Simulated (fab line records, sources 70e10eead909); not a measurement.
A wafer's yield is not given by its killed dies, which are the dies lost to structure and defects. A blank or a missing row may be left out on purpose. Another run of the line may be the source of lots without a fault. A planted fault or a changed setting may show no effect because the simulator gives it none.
The tool behind it: which one?	flow nandHarc	13 lots with 39 wafers sampled at 5 steps, on a route of 1302 steps

WHAT THE GAUGES SHOWED, per wafer
NHARC_THIN_TSV_CD_MEAS_37. Usual: cdNm 5000 nm, standard deviation 3.4.
lot	measured	on	cdNm (nm)	flag
L430	day 23 21:17	cdSem-01	4998 4996 5002	
L432	day 24 03:21	cdSem-01	5002 5003 5004	
L431	day 24 15:49	cdSem-03	4994 4992 4996	
L433	day 25 02:14	cdSem-02	5000 4999 4999	
L437	day 26 23:43	cdSem-02	5003 5005 4999	
L436	day 27 08:58	cdSem-02	5002 4997 5003	
L438	day 27 16:11	cdSem-01	5001 4997 4996	
L439	day 27 20:36	cdSem-01	4999 4999 4999	
L441	day 28 08:39	cdSem-01	4998 5002 4997	
L442	day 28 15:56	cdSem-03	5003 4998 4998	
L444	day 30 02:29	cdSem-01	4997 4997 5000	
L443	day 30 09:01	cdSem-02	5000 5002 5003	
L445	day 30 20:23	cdSem-03	5006 5003 5001	

NHARC_END_SORT_01. Usual: defectLimitedYield 91.2 % (standard deviation 1.8); killedAtArray 55 (standard deviation 12); killedAtOther 1.0 (standard deviation 1.2); killedAtPeriphery 3.9 (standard deviation 2.6); killedDies 60 (standard deviation 12); killedOpen 3.3 (standard deviation 1.9); killedShort 2.5 (standard deviation 1.8).
lot	measured	on	defectLimitedYield (%)	killedAtArray	killedAtOther	killedAtPeriphery	killedDies	killedOpen	killedShort	flag
L444	day 30 09:41	prober-01	83.3 82.9 84.8	37 47 43	0 0 0	76 69 60	113 116 103	5 5 4	3 4 2	OFF
L443	day 30 20:06	prober-02	81.5 82.1 80.6	57 49 52	1 0 2	67 72 77	125 121 131	4 4 2	2 1 1	OFF

WHICH TOOL RAN EACH LOT (tool, then ch and the chambers of the sampled wafers, then the start)
lot	NHARC_P_M2_STRIP_18	NHARC_THIN_TSV_DEGAS_49	NHARC_THIN_TSV_PRE_CLEAN_54
L430	rieDiel-01 ch 1,2,3, day 6 14:22	pvdSputter-01, day 23 16:52	pvdSputter-01, day 23 18:54
L432	rieDiel-01 ch 2,3, day 7 02:04	pvdSputter-03, day 23 22:48	pvdSputter-01, day 24 00:51
L431	rieDiel-01 ch 0,1,2, day 7 02:51	pvdSputter-03, day 24 11:15	pvdSputter-03, day 24 13:19
L433	rieDiel-12 ch 0,2,3, day 7 16:36	pvdSputter-01, day 24 21:47	pvdSputter-03, day 24 23:52
L437	rieDiel-12 ch 1,2,3, day 9 03:33	pvdSputter-01, day 26 19:17	pvdSputter-01, day 26 21:21
L436	rieDiel-12 ch 0,1,2, day 9 04:20	pvdSputter-01, day 27 04:25	pvdSputter-02, day 27 06:28
L438	rieDiel-04 ch 1,2, day 10 01:01	pvdSputter-02, day 27 11:37	pvdSputter-03, day 27 13:40
L439	rieDiel-04 ch 0,1,2, day 10 02:44	pvdSputter-03, day 27 16:00	pvdSputter-02, day 27 18:02
L441	rieDiel-04 ch 1,3, day 10 21:53	pvdSputter-01, day 28 04:00	pvdSputter-02, day 28 06:08
L442	rieDiel-04 ch 2,3, day 11 08:44	pvdSputter-03, day 28 11:20	pvdSputter-03, day 28 13:26
L444	rieDiel-04 ch 0,1,2, day 12 15:53	pvdSputter-03, day 29 21:40	pvdSputter-01, day 29 23:45
L443	rieDiel-04 ch 1,2, day 12 16:35	pvdSputter-02, day 30 04:26	pvdSputter-03, day 30 06:30
L445	rieDiel-01 ch 2,3, day 13 00:48	pvdSputter-01, day 30 15:55	pvdSputter-02, day 30 18:00
- NHARC_P_M2_STRIP_18: strips in N2/H2.
- NHARC_THIN_TSV_DEGAS_49: time 120 s.
- NHARC_THIN_TSV_PRE_CLEAN_54: time 30 s.

WHAT THE TOOLS THEMSELVES READ (means of the sampled wafers that have a number; where no wafer has one, the mark that the record gives instead)
NHARC_P_M2_STRIP_18. Usual: drypumpMotorCurrentA 5.8 A, standard deviation 0.65; oesProductAu 1.000 a.u., standard deviation 0.01; rfVppV 90.5 V, standard deviation 1.1; showerheadPlenumPTorr 2.02 Torr, standard deviation 0.091; throttleValvePct 14.170 %, standard deviation 0.0087.
lot	tool	drypumpMotorCurrentA (A)	oesProductAu (a.u.)	rfVppV (V)	showerheadPlenumPTorr (Torr)	throttleValvePct (%)	flag
L430	rieDiel-01	5.9	1.004	90.6	2.09	14.170	
L432	rieDiel-01	6.3	1.007	90.6	2.03	14.173	
L431	rieDiel-01	5.4	1.007	91.6	2.11	14.169	
L433	rieDiel-12	6.4	1.006	89.9	2.00	14.170	
L437	rieDiel-12	5.7	0.997	90.2	1.93	14.168	
L436	rieDiel-12	6.0	0.999	90.6	2.00	14.174	
L438	rieDiel-04	5.8	0.998	90.6	2.04	14.175	
L439	rieDiel-04	5.7	1.002	91.4	2.02	14.170	
L441	rieDiel-04	6.3	0.988	91.2	1.98	14.175	
L442	rieDiel-04	6.1	0.999	90.5	2.08	14.170	
L444	rieDiel-04	5.7	0.996	91.3	2.02	14.169	
L443	rieDiel-04	5.8	0.993	90.5	2.04	14.168	
L445	rieDiel-01	6.1	0.998	90.6	2.08	14.177	

NHARC_THIN_TSV_DEGAS_49. Usual: heaterPowerW 461 W, standard deviation 38; susceptorTempC 299.99 C, standard deviation 0.19.
lot	tool	heaterPowerW (W)	susceptorTempC (C)	flag
L430	pvdSputter-01	482	299.97	
L432	pvdSputter-03	461	-	OFF
L431	pvdSputter-03	412	300.08	
L433	pvdSputter-01	453	300.12	
L437	pvdSputter-01	487	300.08	
L436	pvdSputter-01	480	299.93	
L438	pvdSputter-02	417	300.01	
L439	pvdSputter-03	486	299.92	
L441	pvdSputter-01	460	-	OFF
L442	pvdSputter-03	432	300.05	
L444	pvdSputter-03	451	299.85	
L443	pvdSputter-02	460	299.73	
L445	pvdSputter-01	477	300.14	

NHARC_THIN_TSV_PRE_CLEAN_54. Usual: heaterPowerW 398 W, standard deviation 36; susceptorTempC 280.07 C, standard deviation 0.19.
lot	tool	heaterPowerW (W)	susceptorTempC (C)	flag
L430	pvdSputter-01	428	280.08	
L432	pvdSputter-01	380	-	OFF
L431	pvdSputter-03	386	280.29	
L433	pvdSputter-03	418	280.02	
L437	pvdSputter-01	399	-	OFF
L436	pvdSputter-02	383	280.02	
L438	pvdSputter-03	373	280.00	
L439	pvdSputter-02	362	279.95	
L441	pvdSputter-02	398	-	OFF
L442	pvdSputter-03	435	-	OFF
L444	pvdSputter-01	400	280.03	
L443	pvdSputter-03	378	280.11	
L445	pvdSputter-02	379	280.18	

THE ANSWER, worked out from the rows above alone
Rule: lot off if the mean of its wafers having a number is beyond 3 standard deviations from the usual mean. A lot without any number at a reading at which 4 lots or more have one is off too. Any other lot the step has rows for is counted as sound. After the gauges, taken in route order, come the tools' own readings; for these a lot's mean is taken, as printed above. The first step at which some lot is off is used, and at that step the reading that is off furthest; a lot without a number counts as furthest.
Off at NHARC_END_SORT_01 (killedAtPeriphery): L444, L443. Neither off nor sound, because the step has no rows for them: L430, L432, L431, L433, L437, L436, L438, L439, L441, L442, L445.
A tool fits if, at a process step before that reading, it ran every lot that is off, and no sound lot after the first of them. The gauges at NHARC_END_SORT_01 are tried like those tools. One candidate fits, namely rieDiel-04 at NHARC_P_M2_STRIP_18. It ran no sound lot before its first lot that is off in this sample, so the start can't be narrowed down.

WHAT THE SIMULATOR HAD PUT IN
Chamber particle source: rieDiel-04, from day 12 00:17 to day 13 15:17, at NHARC_P_M2_STRIP_18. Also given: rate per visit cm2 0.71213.
Lots struck among those shown: L444, L443. This agrees with what the rule above found.
